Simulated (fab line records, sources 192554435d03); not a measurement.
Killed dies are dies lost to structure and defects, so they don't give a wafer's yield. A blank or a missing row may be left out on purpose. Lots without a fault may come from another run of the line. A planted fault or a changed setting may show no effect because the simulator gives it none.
fab line records | flow n5_finfet
record lots=22 wafers=66 last_day=18
route steps=1938 shown BEOL_M7@1300 BEOL_M8@1334
lots that met no fault: from a run of the same line without faults
start_h: hours from the record's first day to the start of the lot's first wafer shown | wait_h: hours since the lot's step before | " the same as in the row above | L1.1+2: a row that stands for several wafers | - no value, or no start given | * or withheld: withheld | < > ~ a bound
route shown NAME@n: a module of which the file shows steps, and the number in the route of the first | usual: mean/standard deviation of fault-free wafers | same: alike in all rows | chamber/n: place in a boat | sites: the reading at each site | _std_site: their standard deviation | _edge_site: outer sites' mean less inner sites' | radius_mm: how far each site lies from the wafer's centre | mask NAME#n: copy n | behind: the tool/chamber that last shaped the wafer | hold: why the lot was held/for how many hours/how that ended | device: the transistor (n, p or np) that didn't switch | end of line: the same wafers' tests at the end of the route | a step without rows: its recipe alone | killed: dies lost to structure and defects at the first sort, not the wafer's yield | map: a wafer's dies, x killed, . not, _ none there
set.NAME: the setting as run; set.NAME@STEP: as run at that earlier step | model.NAME: the simulator's own value behind a step, which no gauge read
steps of the route over a sample of lots; a table a step, a row a wafer
services: from which hour (start_h, from the record's first day; less than 0 if before it) a tool's chamber was out of use, for how many hours, and why
## steps
# step N5_BEOL_M7_ETCH_72
# recipe chemistry=N2/H2 target=underlayer target_depth_a=65 mask_material=CAR-EUV time_s=5.2 ion_energy_ev=200 pressure_mtorr=30 source_w=840 bias_w=150 n2_flow_sccm=200 h2_flow_sccm=200 ends=cleared
# usual bias_w=150.0/0.44 drypump_motor_current_A=5.8/0.33 etch_rf_on_time_s=5.17/0.058 n2_flow_sccm=200.0/0.6 oes_product_au=0.68/0.073 rf_vpp_V=524.0/2.1 showerhead_plenum_p_Torr=2.55/0.059 throttle_valve_pct=17.88/0.29
# columns lot.wafer tool chamber start_h wait_h bias_w drypump_motor_current_A etch_rf_on_time_s n2_flow_sccm oes_product_au rf_hours_counter_h rf_vpp_V showerhead_plenum_p_Torr throttle_valve_pct
L074.1 rie_diel-06 1 189.51 0.0 150.0 5.9 5.27 200.1 0.60 222 524.2 2.51 18.37
L074.2 " 3 " " 149.4 5.8 5.12 199.5 0.78 10 525.4 2.60 17.44
L074.5 " 3 " " 149.8 5.8 5.12 199.7 0.79 - 524.6 2.60 17.43
L075.1 rie_diel-03 0 199.59 0.0 149.5 5.6 5.19 200.8 0.75 53 524.1 2.48 17.27
L075.2 " 2 " " 149.6 6.3 5.13 199.8 0.79 22 524.3 2.48 17.62
L075.3 " 3 " " 150.8 6.3 5.27 201.2 0.64 161 525.8 2.63 17.74
L076.3 rie_diel-06 2 210.36 0.0 149.1 5.2 5.04 199.9 0.71 88 522.1 2.57 18.06
L076.4 " 1 " " 150.3 5.9 5.21 200.6 0.60 227 520.9 2.50 18.36
L076.6 " 1 " " 150.5 5.9 5.23 200.8 0.60 - 522.1 2.50 18.39
L077.4 rie_diel-06 3 220.42 0.0 149.5 5.8 5.17 200.0 0.77 19 524.9 2.60 17.46
L077.5 " 1 " " 150.2 5.9 5.29 199.2 0.60 - 523.9 2.50 18.36
L077.6 " 0 " " 150.3 5.8 5.27 198.5 0.58 - 525.0 2.61 17.95
L079.2 rie_diel-04 3 232.86 0.0 150.3 5.4 5.12 200.0 0.66 128 523.4 2.55 17.82
L079.4 " 0 " " 150.4 6.3 5.18 200.1 0.78 14 522.2 2.50 17.96
L079.6 " 3 " " 149.4 5.4 5.12 200.9 0.68 - 525.3 2.55 17.82
L080.1 rie_diel-04 0 235.24 0.0 150.0 6.3 5.18 199.5 0.78 16 521.6 2.50 17.97
L080.4 " 2 " " 150.0 5.6 5.15 200.3 0.69 120 520.2 2.45 17.97
L080.5 " 1 " " 150.2 5.5 5.21 200.1 0.57 - 526.0 2.62 18.05
L078.4 rie_diel-04 3 235.64 0.0 149.8 5.4 5.14 200.0 0.67 129 524.8 2.55 17.83
L078.5 " 1 " " 149.8 5.6 5.18 200.6 0.57 - 525.5 2.62 18.05
L078.6 " 2 " " 150.3 5.7 5.17 200.9 0.69 - 521.2 2.45 17.98
L081.3 rie_diel-03 0 239.75 0.0 150.8 5.7 5.16 200.1 0.75 65 520.4 2.47 17.31
L081.5 " 3 " " 150.2 6.3 5.21 200.1 0.62 - 528.7 2.63 17.75
L081.6 " 0 " " 150.6 5.7 5.23 200.0 0.73 - 521.5 2.47 17.31
L085.1 rie_diel-04 2 258.20 0.0 150.9 5.7 5.19 201.2 0.66 127 521.5 2.45 18.02
L085.2 " 3 " " 150.3 5.4 5.21 198.8 0.65 136 525.4 2.54 17.82
L085.3 " 1 " " 149.3 5.6 5.20 199.2 0.58 244 526.7 2.61 18.07
L083.2 rie_diel-03 2 265.13 0.0 150.2 6.3 5.14 199.8 0.75 43 521.5 2.47 17.64
L083.5 " 1 " " 150.5 6.1 5.24 200.8 0.62 - 527.9 2.63 18.34
L083.6 " 0 " " 149.8 5.6 5.24 199.9 0.72 - 522.3 2.47 17.35
L084.1 rie_diel-06 3 265.60 0.0 150.6 5.8 5.06 200.3 0.74 34 524.4 2.59 17.45
L084.3 " 2 " " 149.4 5.2 5.09 200.0 0.69 104 524.9 2.56 18.08
L084.6 " 3 " " 150.6 5.8 5.07 200.9 0.74 - 524.4 2.59 17.47
L087.2 rie_diel-06 2 271.21 0.0 150.1 5.2 5.12 200.5 0.67 106 525.5 2.56 18.10
L087.3 " 3 " " 150.1 5.8 5.12 199.7 0.73 36 526.8 2.59 17.51
L087.6 " 1 " " 149.8 5.9 5.31 200.7 0.57 - 524.6 2.50 18.41
L086.3 rie_diel-04 2 273.46 0.0 150.0 5.7 5.25 200.4 0.67 131 521.7 2.45 18.02
L086.4 " 3 " " 149.4 5.5 5.16 200.3 0.65 - 524.5 2.54 17.84
L086.5 " 1 " " 149.5 5.6 5.28 200.8 0.56 - 525.7 2.61 18.06
L090.1 rie_diel-04 1 289.02 0.0 150.4 5.6 5.23 200.6 0.57 254 525.4 2.61 18.07
L090.2 " 2 " " 149.6 5.6 5.19 199.5 0.66 137 522.0 2.45 18.02
L090.6 " 2 " " 149.7 5.6 5.13 200.4 0.66 - 520.7 2.45 18.00
L088.2 rie_diel-06 3 289.36 0.0 150.1 5.8 5.10 200.6 0.73 42 523.7 2.59 17.49
L088.4 " 3 " " 149.9 5.8 5.14 199.4 0.72 - 526.0 2.59 17.49
L088.6 " 0 " " 149.8 5.7 5.11 200.3 0.78 - 525.8 2.60 17.52
L091.1 rie_diel-03 1 296.67 0.0 149.6 6.1 5.23 200.0 0.63 204 526.4 2.63 18.36
L091.4 " 0 " " 150.1 5.7 5.11 199.7 0.70 81 520.8 2.47 17.33
L091.6 " 1 " " 149.6 6.1 5.22 200.1 0.61 - 526.6 2.63 18.36
L089.2 rie_diel-06 3 306.09 0.0 149.7 5.8 5.16 199.3 0.72 44 525.2 2.59 17.49
L089.3 " 2 " " 149.9 5.2 5.23 199.7 0.67 120 523.9 2.56 18.12
L089.6 " 2 " " 150.2 5.2 5.23 199.1 0.66 - 522.8 2.56 18.11
L092.3 rie_diel-06 0 309.66 0.0 149.3 5.7 5.11 199.1 0.76 18 525.3 2.60 17.55
L092.4 " 2 " " 151.0 5.2 5.21 200.1 0.67 - 523.8 2.55 18.14
L092.6 " 3 " " 150.1 5.8 5.12 200.5 0.72 - 525.1 2.59 17.48
L093.1 rie_diel-06 0 314.10 0.0 149.8 5.7 5.09 199.2 0.78 19 524.5 2.60 17.56
L093.3 " 3 " " 149.5 5.8 5.09 200.8 0.73 47 525.5 2.59 17.50
L093.4 " 2 " " 148.9 5.2 5.16 200.0 0.67 123 523.5 2.55 18.11
L094.1 rie_diel-04 0 319.67 0.0 150.3 6.3 5.14 199.8 0.74 39 519.4 2.49 18.00
L094.5 " 0 " " 149.7 6.3 5.19 200.1 0.74 - 522.3 2.49 18.01
L094.6 " 3 " " 150.4 5.5 5.09 200.5 0.64 - 525.2 2.54 17.87
L095.2 rie_diel-06 3 328.44 0.0 150.3 5.8 5.11 199.6 0.72 52 523.6 2.58 17.53
L095.5 " 0 " " 150.4 5.7 5.16 200.8 0.75 - 524.4 2.60 17.56
L095.6 " 3 " " 149.9 5.8 5.17 199.9 0.72 - 525.4 2.58 17.50
L097.1 rie_diel-06 1 342.45 0.0 150.5 5.9 5.08 199.8 0.82 10 521.3 2.49 18.06
L097.2 " 0 " " 149.6 5.8 5.13 199.6 0.75 30 525.2 2.59 17.55
L097.4 " 3 " " 150.0 5.8 5.13 199.1 0.71 57 523.9 2.58 17.50
# step N5_BEOL_M7_VIA_ETCH_34
# recipe chemistry=C4F6/O2 target=SiCOH_lowk target_depth_a=1255 mask_material=SOC taper_deg=4 time_s=50.5 ion_energy_ev=250 pressure_mtorr=30 source_w=345 bias_w=185 Ar_flow_sccm=300 C4F6_flow_sccm=10 O2_flow_sccm=10
# usual bias_w=185.0/0.59 drypump_motor_current_A=5.7/0.33 oes_product_au=0.80/0.086 rf_vpp_V=665/8.3 showerhead_plenum_p_Torr=2.85/0.063 throttle_valve_pct=20.88/0.29
# columns lot.wafer tool chamber start_h wait_h bias_w drypump_motor_current_A oes_product_au rf_hours_counter_h rf_vpp_V showerhead_plenum_p_Torr throttle_valve_pct
L074.1 rie_diel-06 1 189.66 0.0 185.1 5.9 0.70 222 678 2.82 21.41
L074.2 " 3 " " 184.9 5.8 0.92 10 656 2.90 20.40
L074.5 " 3 " " 184.5 5.8 0.92 - 656 2.90 20.40
L075.1 rie_diel-03 0 199.73 0.0 184.5 5.6 0.88 53 659 2.78 20.34
L075.2 " 2 " " 185.4 6.3 0.93 22 655 2.79 20.63
L075.3 " 3 " " 185.6 6.3 0.75 161 661 2.96 20.83
L076.3 rie_diel-06 2 210.51 0.0 184.0 5.2 0.81 88 675 2.86 21.03
L076.4 " 1 " " 186.3 5.9 0.70 227 677 2.81 21.40
L076.6 " 1 " " 185.7 5.9 0.69 - 679 2.81 21.41
L077.4 rie_diel-06 3 220.57 0.0 184.8 5.8 0.89 19 656 2.89 20.44
L077.5 " 1 " " 184.3 5.9 0.69 - 677 2.81 21.42
L077.6 " 0 " " 185.7 5.7 0.69 - 673 2.91 20.88
L079.2 rie_diel-04 3 233.01 0.0 185.4 5.5 0.78 128 668 2.86 20.86
L079.4 " 0 " " 185.0 6.3 0.92 15 664 2.79 20.99
L079.6 " 3 " " 185.6 5.5 0.78 - 669 2.86 20.87
L080.1 rie_diel-04 0 235.39 0.0 184.5 6.3 0.91 16 664 2.79 20.99
L080.4 " 2 " " 185.7 5.6 0.79 120 655 2.74 20.88
L080.5 " 1 " " 185.8 5.5 0.67 - 657 2.93 20.98
L078.4 rie_diel-04 3 235.78 0.0 184.1 5.4 0.78 129 670 2.86 20.87
L078.5 " 1 " " 186.0 5.5 0.67 - 656 2.92 21.01
L078.6 " 2 " " 185.1 5.6 0.79 - 658 2.74 20.89
L081.3 rie_diel-03 0 239.90 0.0 185.5 5.6 0.86 65 660 2.77 20.36
L081.5 " 3 " " 184.2 6.3 0.75 - 661 2.96 20.88
L081.6 " 0 " " 184.7 5.6 0.86 - 660 2.77 20.36
L085.1 rie_diel-04 2 258.35 0.0 185.2 5.7 0.80 127 657 2.74 20.89
L085.2 " 3 " " 184.5 5.4 0.77 136 669 2.85 20.87
L085.3 " 1 " " 184.7 5.5 0.66 244 659 2.92 21.01
L083.2 rie_diel-03 2 265.27 0.0 184.2 6.3 0.89 43 654 2.78 20.66
L083.5 " 1 " " 184.3 6.1 0.72 - 673 2.95 21.39
L083.6 " 0 " " 184.9 5.7 0.85 - 659 2.77 20.37
L084.1 rie_diel-06 3 265.74 0.0 184.6 5.8 0.87 34 658 2.89 20.45
L084.3 " 2 " " 184.2 5.2 0.80 104 676 2.85 21.08
L084.6 " 3 " " 185.0 5.8 0.87 - 657 2.89 20.44
L087.2 rie_diel-06 2 271.35 0.0 184.7 5.2 0.79 106 674 2.85 21.07
L087.3 " 3 " " 184.5 5.8 0.87 36 656 2.89 20.43
L087.6 " 1 " " 184.6 5.9 0.68 - 678 2.81 21.45
L086.3 rie_diel-04 2 273.61 0.0 185.1 5.6 0.79 131 657 2.74 20.91
L086.4 " 3 " " 185.1 5.4 0.78 - 668 2.85 20.87
L086.5 " 1 " " 185.3 5.6 0.66 - 657 2.92 21.01
L090.1 rie_diel-04 1 289.17 0.0 184.9 5.5 0.65 254 657 2.92 21.02
L090.2 " 2 " " 184.9 5.7 0.78 137 656 2.74 20.91
L090.6 " 2 " " 184.4 5.6 0.78 - 656 2.74 20.90
L088.2 rie_diel-06 3 289.51 0.0 183.8 5.8 0.86 42 656 2.88 20.44
L088.4 " 3 " " 184.4 5.8 0.84 - 656 2.88 20.46
L088.6 " 0 " " 184.2 5.7 0.93 - 673 2.91 20.55
L091.1 rie_diel-03 1 296.82 0.0 185.3 6.1 0.71 204 674 2.94 21.39
L091.4 " 0 " " 184.5 5.6 0.84 82 660 2.77 20.38
L091.6 " 1 " " 185.0 6.1 0.72 - 673 2.94 21.38
L089.2 rie_diel-06 3 306.23 0.0 184.5 5.8 0.85 44 654 2.88 20.44
L089.3 " 2 " " 184.0 5.2 0.79 120 674 2.85 21.10
L089.6 " 2 " " 183.9 5.2 0.78 - 675 2.85 21.10
L092.3 rie_diel-06 0 309.81 0.0 184.8 5.7 0.90 18 672 2.90 20.57
L092.4 " 2 " " 185.2 5.2 0.78 - 673 2.85 21.10
L092.6 " 3 " " 185.0 5.8 0.86 - 656 2.88 20.45
L093.1 rie_diel-06 0 314.24 0.0 184.2 5.7 0.90 19 672 2.90 20.57
L093.3 " 3 " " 185.6 5.8 0.85 47 657 2.88 20.45
L093.4 " 2 " " 184.1 5.2 0.78 123 674 2.84 21.09
L094.1 rie_diel-04 0 319.89 0.0 184.6 6.3 0.86 39 664 2.78 21.05
L094.5 " 0 " " 184.5 6.3 0.86 - 664 2.78 21.03
L094.6 " 3 " " 185.8 5.4 0.75 - 667 2.84 20.92
L095.2 rie_diel-06 3 328.59 0.0 184.7 5.8 0.84 52 657 2.88 20.47
L095.5 " 0 " " 185.1 5.7 0.89 - 672 2.90 20.57
L095.6 " 3 " " 185.2 5.8 0.84 - 656 2.88 20.47
L097.1 rie_diel-06 1 342.60 0.0 185.0 5.9 0.96 10 677 2.80 21.10
L097.2 " 0 " " 185.1 5.7 0.86 30 672 2.90 20.57
L097.4 " 3 " " 184.9 5.8 0.82 57 655 2.88 20.46
# step N5_BEOL_M7_DEGAS_44
# recipe ambient=vacuum temp_c=250 time_s=60
# usual heater_power_w=337/38
# columns lot.wafer tool chamber start_h wait_h heater_power_w
L074.1 pvd_sputter-02 - 190.88 0.7 292
L074.2 " - " " 372
L074.5 " - " " 299
L075.1 pvd_sputter-02 - 200.59 0.4 361
L075.2 " - " " 301
L075.3 " - " " 301
L076.3 pvd_sputter-03 - 211.29 0.2 294
L076.4 " - " " 378
L076.6 " - " " 334
L077.4 pvd_sputter-01 - 221.37 0.2 375
L077.5 " - " " 342
L077.6 " - " " 345
L079.2 pvd_sputter-03 - 233.78 0.2 373
L079.4 " - " " 376
L079.6 " - " " 368
L080.1 pvd_sputter-03 - 237.03 1.1 370
L080.4 " - " " 344
L080.5 " - " " 375
L078.4 pvd_sputter-01 - 237.09 0.7 374
L078.5 " - " " 351
L078.6 " - " " 363
L081.3 pvd_sputter-01 - 241.03 0.4 347
L081.5 " - " " 376
L081.6 " - " " 353
L085.1 pvd_sputter-02 - 259.23 0.3 365
L085.2 " - " " 283
L085.3 " - " " 360
L083.2 pvd_sputter-03 - 267.00 1.0 342
L083.5 " - " " 370
L083.6 " - " " 377
L084.1 pvd_sputter-02 - 267.67 1.4 294
L084.3 " - " " 310
L084.6 " - " " 297
L087.2 pvd_sputter-03 - 272.67 0.7 368
L087.3 " - " " 343
L087.6 " - " " 302
L086.3 pvd_sputter-02 - 274.91 0.7 354
L086.4 " - " " 382
L086.5 " - " " 370
L090.1 pvd_sputter-02 - 290.04 0.4 350
L090.2 " - " " 371
L090.6 " - " " 355
L088.2 pvd_sputter-02 - 290.60 0.5 302
L088.4 " - " " 372
L088.6 " - " " 373
L091.1 pvd_sputter-03 - 297.62 0.3 377
L091.4 " - " " 372
L091.6 " - " " 342
L089.2 pvd_sputter-02 - 307.02 0.2 305
L089.3 " - " " 378
L089.6 " - " " 381
L092.3 pvd_sputter-03 - 310.95 0.5 366
L092.4 " - " " 375
L092.6 " - " " 369
L093.1 pvd_sputter-02 - 315.35 0.3 301
L093.3 " - " " 363
L093.4 " - " " 365
L094.1 pvd_sputter-01 - 321.44 0.5 374
L094.5 " - " " 246
L094.6 " - " " 385
L095.2 pvd_sputter-02 - 329.67 0.5 291
L095.5 " - " " 306
L095.6 " - " " 383
L097.1 pvd_sputter-01 - 344.19 1.1 244
L097.2 " - " " 339
L097.4 " - " " 354
# step N5_BEOL_M8_THK_MEAS_01
# recipe reads=SiCOH_lowk_of_BEOL_M8_ILD_DEP_00
# usual M8_ILD_THK=154.6/1.9
# columns lot.wafer tool chamber start_h wait_h M8_ILD_THK[nm]
L074.1 film_metro-01 - 193.50 0.4 151.6
L074.2 " - " " 152.6
L074.5 " - " " 153.6
L075.1 film_metro-02 - 203.09 0.4 154.8
L075.2 " - " " 155.4
L075.3 " - " " 156.6
L076.3 film_metro-01 - 213.74 0.3 154.6
L076.4 " - " " 156.8
L076.6 " - " " 156.1
L077.4 film_metro-02 - 224.22 0.4 156.6
L077.5 " - " " 158.0
L077.6 " - " " 154.5
L079.2 film_metro-01 - 236.12 0.4 151.7
L079.4 " - " " 155.9
L079.6 " - " " 155.5
L080.1 film_metro-02 - 239.39 0.4 155.3
L080.4 " - " " 155.7
L080.5 " - " " 156.7
L078.4 film_metro-01 - 240.14 0.4 153.8
L078.5 " - " " 154.7
L078.6 " - " " 154.8
L081.3 film_metro-02 - 243.76 0.3 153.3
L081.5 " - " " 159.2
L081.6 " - " " 156.8
L085.1 film_metro-02 - 263.39 0.8 154.7
L085.2 " - " " 155.2
L085.3 " - " " 154.9
L084.1 film_metro-02 - 269.91 0.4 152.7
L084.3 " - " " 151.1
L084.6 " - " " 153.7
L083.2 film_metro-01 - 269.93 0.7 153.2
L083.5 " - " " 153.5
L083.6 " - " " 154.2
L087.2 film_metro-01 - 275.15 0.4 153.3
L087.3 " - " " 154.8
L087.6 " - " " 155.9
L086.3 film_metro-02 - 278.07 0.5 154.5
L086.4 " - " " 155.1
L086.5 " - " " 155.1
L090.1 film_metro-02 - 293.37 0.4 153.9
L090.2 " - " " 155.9
L090.6 " - " " 158.6
L088.2 film_metro-02 - 294.64 0.4 154.8
L088.4 " - " " 156.6
L088.6 " - " " 156.0
L091.1 film_metro-01 - 300.60 0.4 154.3
L091.4 " - " " 155.7
L091.6 " - " " 155.3
L089.2 film_metro-01 - 310.86 0.4 151.9
L089.3 " - " " 154.0
L089.6 " - " " 156.4
L092.3 film_metro-02 - 313.65 0.5 153.0
L092.4 " - " " 155.2
L092.6 " - " " 156.4
L093.1 film_metro-02 - 317.53 0.4 152.2
L093.3 " - " " 152.1
L093.4 " - " " 155.5
L094.1 film_metro-01 - 324.95 0.4 152.9
L094.5 " - " " 157.0
L094.6 " - " " 155.2
L095.2 film_metro-01 - 334.39 0.4 155.8
L095.5 " - " " 155.7
L095.6 " - " " 156.5
L097.1 film_metro-02 - 346.87 0.4 152.9
L097.2 " - " " 151.4
L097.4 " - " " 153.4
# step N5_BEOL_M8_CD_MEAS_28
# recipe target_cd_nm=40 landing_energy_ev=500 detector=se_inlens
# usual cd_nm=39.94/0.21
# columns lot.wafer tool chamber start_h wait_h cd_nm
L074.1 cd_sem-01 0 196.97 - 39.78
L074.2 " 0 " " 40.01
L074.5 " 0 " " 39.96
L075.1 cd_sem-02 0 206.07 - 39.62
L075.2 " 0 " " 39.49
L075.3 " 0 " " 39.48
L076.3 cd_sem-01 0 220.22 - 39.86
L076.4 " 0 " " 40.21
L076.6 " 0 " " 39.91
L077.4 cd_sem-01 0 230.90 - 40.17
L077.5 " 0 " " 40.10
L077.6 " 0 " " 39.85
L079.2 cd_sem-03 0 239.47 - 39.70
L079.4 " 0 " " 39.78
L079.6 " 0 " " 39.76
L080.1 cd_sem-03 0 243.16 - 39.75
L080.4 " 0 " " 40.07
L080.5 " 0 " " 39.79
L078.4 cd_sem-01 0 243.21 - 39.69
L078.5 " 0 " " 40.10
L078.6 " 0 " " 39.84
L081.3 cd_sem-03 0 246.59 - 40.22
L081.5 " 0 " " 39.91
L081.6 " 0 " " 39.77
L085.1 cd_sem-03 0 267.12 - 40.15
L085.2 " 0 " " 39.93
L085.3 " 0 " " 39.91
L084.1 cd_sem-01 0 274.43 - 40.28
L084.3 " 0 " " 39.65
L084.6 " 0 " " 39.70
L083.2 cd_sem-03 0 274.78 - 40.24
L083.5 " 0 " " 39.45
L083.6 " 0 " " 39.88
L087.2 cd_sem-01 0 278.32 - 39.97
L087.3 " 0 " " 40.12
L087.6 " 0 " " 39.76
L086.3 cd_sem-01 0 281.35 - 39.95
L086.4 " 0 " " 39.96
L086.5 " 0 " " 40.06
L090.1 cd_sem-02 0 296.51 - 40.07
L090.2 " 0 " " 39.86
L090.6 " 0 " " 40.05
L088.2 cd_sem-03 0 302.46 - 39.83
L088.4 " 0 " " 40.08
L088.6 " 0 " " 39.85
L091.1 cd_sem-03 0 304.48 - 39.91
L091.4 " 0 " " 40.08
L091.6 " 0 " " 39.62
L089.2 cd_sem-03 0 313.76 - 39.61
L089.3 " 0 " " 39.87
L089.6 " 0 " " 39.65
L092.3 cd_sem-01 0 319.55 - 39.49
L092.4 " 0 " " 40.30
L092.6 " 0 " " 39.81
L093.1 cd_sem-03 0 322.38 - 40.35
L093.3 " 0 " " 39.99
L093.4 " 0 " " 39.75
L094.1 cd_sem-03 0 328.07 - 39.98
L094.5 " 0 " " 40.01
L094.6 " 0 " " 39.82
L095.2 cd_sem-03 0 340.09 - 40.41
L095.5 " 0 " " 39.83
L095.6 " 0 " " 39.93
L097.1 cd_sem-01 0 352.01 - 40.26
L097.2 " 0 " " 40.00
L097.4 " 0 " " 40.03
# step N5_BEOL_M8_ETCH_66
# recipe chemistry=N2/H2 target=SOC target_depth_a=800 overetch_a=160 mask_material=SiARC temp_c=40 time_s=120 ion_energy_ev=200 pressure_mtorr=30 source_w=840 bias_w=150 n2_flow_sccm=200 h2_flow_sccm=200
# usual bias_w=150.0/0.47 drypump_motor_current_A=5.8/0.43 n2_flow_sccm=199.9/0.65 oes_product_au=0.59/0.064 rf_vpp_V=522.5/1.5 showerhead_plenum_p_Torr=2.49/0.039 throttle_valve_pct=17.81/0.27
# columns lot.wafer tool chamber start_h wait_h bias_w drypump_motor_current_A n2_flow_sccm oes_product_au rf_hours_counter_h rf_vpp_V showerhead_plenum_p_Torr throttle_valve_pct
L074.1 rie_diel-02 1 197.38 0.0 149.1 6.1 199.8 0.55 168 523.9 2.55 17.70
L074.2 " 3 " " 150.2 6.1 199.7 0.58 124 523.7 2.56 17.72
L074.5 " 1 " " 149.2 6.2 199.0 0.56 - 523.1 2.55 17.69
L075.1 rie_diel-05 1 206.28 0.0 149.8 6.0 199.0 0.75 0 523.8 2.49 17.35
L075.2 " 3 " " 151.0 5.7 199.1 0.54 227 524.3 2.50 18.20
L075.3 " 0 " " 150.5 5.1 198.6 0.52 245 522.7 2.51 17.86
L076.3 rie_diel-02 2 220.42 0.0 149.6 5.9 199.9 0.56 185 523.6 2.53 18.27
L076.4 " 3 " " 149.0 6.1 200.5 0.57 131 523.4 2.55 17.74
L076.6 " 1 " " 150.0 6.1 199.8 0.55 - 524.2 2.54 17.72
L077.4 rie_diel-05 3 231.14 0.0 149.7 5.8 201.4 0.53 - 523.3 2.50 18.22
L077.5 " 1 " " 150.2 6.0 200.5 0.70 - 523.6 2.49 17.36
L077.6 " 2 " " 150.2 5.1 200.8 0.54 - 520.0 2.42 17.99
L079.2 rie_diel-01 0 239.71 0.0 150.3 6.6 199.3 0.64 66 520.9 2.48 17.43
L079.4 " 2 " " 150.1 5.7 198.8 0.68 - 522.2 2.49 17.77
L079.6 " 0 " " 150.3 6.5 200.0 0.64 - 519.2 2.48 17.44
L080.1 rie_diel-02 2 243.37 0.0 150.5 6.0 199.3 0.56 192 522.8 2.53 18.27
L080.4 " 3 " " 150.3 6.1 199.9 0.58 138 526.7 2.55 17.73
L080.5 " 0 " " 150.4 5.6 199.7 0.59 - 520.1 2.44 17.79
L078.4 rie_diel-01 0 243.45 0.0 150.0 6.5 199.7 0.64 - 522.3 2.48 17.43
L078.5 " 3 " " 149.8 4.8 199.5 0.55 - 524.1 2.51 18.12
L078.6 " 2 " " 149.8 5.7 200.7 0.69 - 521.6 2.49 17.77
L081.3 rie_diel-05 1 246.79 0.0 149.8 6.0 200.1 0.69 18 522.9 2.48 17.38
L081.5 " 1 " " 149.5 6.0 199.8 0.69 - 522.4 2.48 17.38
L081.6 " 2 " " 149.4 5.2 199.3 0.54 - 520.4 2.42 17.99
L085.1 rie_diel-02 1 267.74 0.0 149.8 6.1 200.2 0.54 192 525.3 2.54 17.71
L085.2 " 0 " " 150.0 5.6 199.8 0.57 141 520.2 2.44 17.81
L085.3 " 2 " " 150.5 6.0 200.3 0.55 201 522.4 2.52 18.31
L084.1 rie_diel-02 1 274.84 0.0 150.1 6.1 200.0 0.53 195 523.7 2.54 17.71
L084.3 " 0 " " 149.4 5.6 199.1 0.58 144 520.9 2.44 17.80
L084.6 " 0 " " 150.0 5.6 198.5 0.58 - 521.3 2.44 17.81
L083.2 rie_diel-01 2 275.34 0.0 149.5 5.7 199.7 0.67 47 522.5 2.48 17.80
L083.5 " 2 " " 150.5 5.7 199.9 0.67 - 521.2 2.48 17.80
L083.6 " 3 " " 150.3 4.8 199.2 0.54 - 522.2 2.51 18.13
L087.2 rie_diel-02 3 278.77 0.0 149.5 6.0 199.6 0.56 152 524.2 2.54 17.75
L087.3 " 1 " " 150.6 6.1 199.9 0.53 197 523.0 2.53 17.74
L087.6 " 0 " " 150.2 5.6 199.4 0.58 - 520.9 2.44 17.83
L086.3 rie_diel-02 0 282.00 0.0 149.8 5.6 198.5 0.58 147 520.5 2.44 17.82
L086.4 " 2 " " 150.3 6.0 200.4 0.55 208 523.7 2.52 18.31
L086.5 " 1 " " 150.2 6.1 199.6 0.53 - 523.9 2.53 17.75
L090.1 rie_diel-02 1 296.82 0.0 150.9 6.1 199.8 0.53 203 524.6 2.53 17.77
L090.2 " 2 " " 149.1 6.0 200.6 0.55 213 523.8 2.52 18.32
L090.6 " 2 " " 149.7 5.9 199.7 0.55 - 522.9 2.52 18.31
L088.2 rie_diel-05 1 302.66 0.0 149.6 6.0 199.8 0.66 35 522.6 2.47 17.41
L088.4 " 1 " " 150.0 6.0 200.2 0.66 - 522.9 2.47 17.40
L088.6 " 0 " " 150.8 5.1 199.7 0.69 - 523.4 2.50 17.48
L091.1 rie_diel-02 2 304.69 0.0 150.1 5.9 199.7 0.55 215 522.7 2.52 18.31
L091.4 " 0 " " 151.5 5.7 199.8 0.57 154 521.0 2.43 17.84
L091.6 " 2 " " 150.2 5.9 199.8 0.55 - 522.9 2.52 18.30
L089.2 rie_diel-01 2 315.05 0.0 149.5 5.7 201.0 0.64 65 521.3 2.48 17.83
L089.3 " 1 " " 149.5 5.7 200.4 0.70 23 521.6 2.49 17.61
L089.6 " 1 " " 149.7 5.7 200.4 0.70 - 521.8 2.49 17.60
L092.3 rie_diel-02 1 319.77 0.0 149.8 6.1 199.7 0.53 212 522.9 2.53 17.75
L092.4 " 0 " " 150.5 5.6 199.4 0.57 161 520.6 2.43 17.85
L092.6 " 1 " " 150.8 6.1 200.2 0.53 - 523.6 2.53 17.78
L093.1 rie_diel-01 1 322.85 0.0 150.7 5.8 198.5 0.69 27 522.0 2.49 17.60
L093.3 " 0 " " 149.6 6.6 199.7 0.61 102 520.9 2.47 17.48
L093.4 " 0 " " 149.9 6.5 199.2 0.61 - 520.7 2.47 17.48
L094.1 rie_diel-05 0 328.27 0.0 149.8 5.1 199.7 0.67 29 522.9 2.49 17.48
L094.5 " 2 " " 149.5 5.1 200.0 0.52 - 520.2 2.41 18.04
L094.6 " 0 " " 149.7 5.1 200.2 0.67 - 522.0 2.49 17.47
L095.2 rie_diel-02 2 340.56 0.0 150.2 6.0 199.6 0.54 228 523.7 2.51 18.35
L095.5 " 2 " " 150.5 6.0 199.2 0.53 - 523.7 2.51 18.34
L095.6 " 3 " " 150.1 6.0 199.5 0.55 - 524.6 2.54 17.82
L097.1 rie_diel-01 3 352.21 0.0 150.4 4.8 199.9 0.73 2 521.7 2.50 17.76
L097.2 " 0 " " 150.0 6.5 200.3 0.60 115 521.6 2.46 17.51
L097.4 " 2 " " 150.2 5.7 200.1 0.63 82 522.3 2.47 17.85
## services
# columns tool chamber start_h hours kind
rie_diel-04 0 170.61 - clean
rie_diel-01 0 205.00 10.7 repair
rie_diel-04 3 206.29 13.1 repair
rie_diel-05 3 217.36 2.8 repair
rie_diel-01 1 226.12 7.0 repair
rie_diel-06 0 255.87 - clean
rie_diel-06 0 255.87 - consumable_replace:focus_ring
rie_diel-06 0 255.87 11.8 scheduled_down
rie_diel-06 0 255.87 11.8 vent_cycle
rie_diel-03 0 268.67 3.8 repair
rie_diel-04 0 271.49 3.0 repair
rie_diel-05 - 271.96 10.0 pm
rie_diel-04 0 283.51 6.1 repair
rie_diel-06 1 286.23 - clean
rie_diel-06 1 286.23 - consumable_replace:focus_ring
rie_diel-04 2 291.59 9.0 repair
rie_diel-05 3 292.57 28.2 repair
rie_diel-04 1 299.71 3.5 repair
rie_diel-05 - 311.93 2.8 pm
rie_diel-04 3 313.50 3.9 repair
pvd_sputter-03 - 316.18 2.9 repair
rie_diel-04 2 319.23 6.4 repair
rie_diel-05 3 321.20 7.7 repair
rie_diel-01 3 343.36 5.8 repair
## key
fault none
